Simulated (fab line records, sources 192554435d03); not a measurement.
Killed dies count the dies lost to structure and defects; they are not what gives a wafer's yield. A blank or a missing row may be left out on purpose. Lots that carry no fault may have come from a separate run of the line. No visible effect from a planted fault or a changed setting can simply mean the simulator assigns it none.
Matching of chambers || flow n5Finfet || N5_BEOL_M3_STRIP_66 on rieDiel-03: 4 sister chambers
The step strips in CF4. 16 wafers are shown with their chamber, then 8 later ones without.

WAFERS WITH THEIR CHAMBER
{"wafer": "L074.2", "chamber": 2, "drypumpMotorCurrentA (A)": 5.7, "showerheadPlenumPTorr (Torr)": 1.85, "oesProductAu (a.u.)": 0.70}
{"wafer": "L074.3", "chamber": 0, "drypumpMotorCurrentA (A)": 5.3, "showerheadPlenumPTorr (Torr)": 1.74, "oesProductAu (a.u.)": 0.84}
{"wafer": "L074.4", "chamber": 3, "drypumpMotorCurrentA (A)": 6.7, "showerheadPlenumPTorr (Torr)": 1.83, "oesProductAu (a.u.)": 0.81}
{"wafer": "L079.2", "chamber": 1, "drypumpMotorCurrentA (A)": 4.8, "showerheadPlenumPTorr (Torr)": 1.84, "oesProductAu (a.u.)": 0.90}
{"wafer": "L079.4", "chamber": 2, "drypumpMotorCurrentA (A)": 5.7, "showerheadPlenumPTorr (Torr)": 1.85, "oesProductAu (a.u.)": 0.69}
{"wafer": "L079.6", "chamber": 0, "drypumpMotorCurrentA (A)": 5.3, "showerheadPlenumPTorr (Torr)": 1.74, "oesProductAu (a.u.)": 0.83}
{"wafer": "L083.1", "chamber": 0, "drypumpMotorCurrentA (A)": 5.3, "showerheadPlenumPTorr (Torr)": 1.74, "oesProductAu (a.u.)": 0.82}
{"wafer": "L083.3", "chamber": 1, "drypumpMotorCurrentA (A)": 4.8, "showerheadPlenumPTorr (Torr)": 1.83, "oesProductAu (a.u.)": 0.88}
{"wafer": "L083.5", "chamber": 3, "drypumpMotorCurrentA (A)": 6.6, "showerheadPlenumPTorr (Torr)": 1.83, "oesProductAu (a.u.)": 0.79}
{"wafer": "L088.2", "chamber": 2, "drypumpMotorCurrentA (A)": 5.7, "showerheadPlenumPTorr (Torr)": 1.85, "oesProductAu (a.u.)": 0.69}
{"wafer": "L088.4", "chamber": 0, "drypumpMotorCurrentA (A)": 5.3, "showerheadPlenumPTorr (Torr)": 1.74, "oesProductAu (a.u.)": 0.81}
{"wafer": "L088.6", "chamber": 0, "drypumpMotorCurrentA (A)": 5.3, "showerheadPlenumPTorr (Torr)": 1.74, "oesProductAu (a.u.)": 0.81}
{"wafer": "L086.2", "chamber": 0, "drypumpMotorCurrentA (A)": 5.3, "showerheadPlenumPTorr (Torr)": 1.74, "oesProductAu (a.u.)": 0.81}
{"wafer": "L086.5", "chamber": 3, "drypumpMotorCurrentA (A)": 6.6, "showerheadPlenumPTorr (Torr)": 1.83, "oesProductAu (a.u.)": 0.78}
{"wafer": "L086.6", "chamber": 0, "drypumpMotorCurrentA (A)": 5.3, "showerheadPlenumPTorr (Torr)": 1.74, "oesProductAu (a.u.)": 0.81}
{"wafer": "L090.3", "chamber": 2, "drypumpMotorCurrentA (A)": 5.7, "showerheadPlenumPTorr (Torr)": 1.85, "oesProductAu (a.u.)": 0.69}

SIGNATURES (averages over the wafers above)
{"reading": "drypumpMotorCurrentA", "chamber 0": 5.300, "chamber 1": 4.800, "chamber 2": 5.700, "chamber 3": 6.633, "scatter within a chamber": 0.0236}
{"reading": "showerheadPlenumPTorr", "chamber 0": 1.7400, "chamber 1": 1.8350, "chamber 2": 1.8500, "chamber 3": 1.8300, "scatter within a chamber": 0.00204}
{"reading": "oesProductAu", "chamber 0": 0.8186, "chamber 1": 0.8900, "chamber 2": 0.6925, "chamber 3": 0.7933, "scatter within a chamber": 0.0116}
Rule: a wafer's distance from a chamber is the root of the sum, over the readings, of the square of ((its reading less the chamber's mean) divided by the reading's scatter). The wafer belongs to the nearest chamber; if the next one is less than 2 further off, it can't be placed. The scatter: the root of (the sum of the squares of (reading less its chamber's mean) over the shown wafers, divided by (wafers less chambers)).

WAFERS WITH NO CHAMBER GIVEN
{"wafer": "L090.5", "drypumpMotorCurrentA (A)": 4.8, "showerheadPlenumPTorr (Torr)": 1.83, "oesProductAu (a.u.)": 0.85}
{"wafer": "L090.6", "drypumpMotorCurrentA (A)": 5.7, "showerheadPlenumPTorr (Torr)": 1.85, "oesProductAu (a.u.)": 0.68}
{"wafer": "L094.1", "drypumpMotorCurrentA (A)": 6.6, "showerheadPlenumPTorr (Torr)": 1.82, "oesProductAu (a.u.)": 0.77}
{"wafer": "L094.2", "drypumpMotorCurrentA (A)": 5.3, "showerheadPlenumPTorr (Torr)": 1.73, "oesProductAu (a.u.)": 0.79}
{"wafer": "L094.4", "drypumpMotorCurrentA (A)": 5.3, "showerheadPlenumPTorr (Torr)": 1.73, "oesProductAu (a.u.)": 0.80}
{"wafer": "L096.1", "drypumpMotorCurrentA (A)": 4.8, "showerheadPlenumPTorr (Torr)": 1.83, "oesProductAu (a.u.)": 0.84}
{"wafer": "L096.2", "drypumpMotorCurrentA (A)": 6.7, "showerheadPlenumPTorr (Torr)": 1.82, "oesProductAu (a.u.)": 0.78}
{"wafer": "L096.3", "drypumpMotorCurrentA (A)": 5.3, "showerheadPlenumPTorr (Torr)": 1.73, "oesProductAu (a.u.)": 0.79}

WHICH CHAMBER EACH WENT THROUGH
{"wafer": "L090.5", "from the rows above": 1, "in truth": 1}
{"wafer": "L090.6", "from the rows above": 2, "in truth": 2}
{"wafer": "L094.1", "from the rows above": 3, "in truth": 3}
{"wafer": "L094.2", "from the rows above": 0, "in truth": 0}
{"wafer": "L094.4", "from the rows above": 0, "in truth": 0}
{"wafer": "L096.1", "from the rows above": 1, "in truth": 1}
{"wafer": "L096.2", "from the rows above": 3, "in truth": 3}
{"wafer": "L096.3", "from the rows above": 0, "in truth": 0}
Correct placement for 8 of the 8. Left unplaced by these rows: 0. Number placed wrongly: 0.
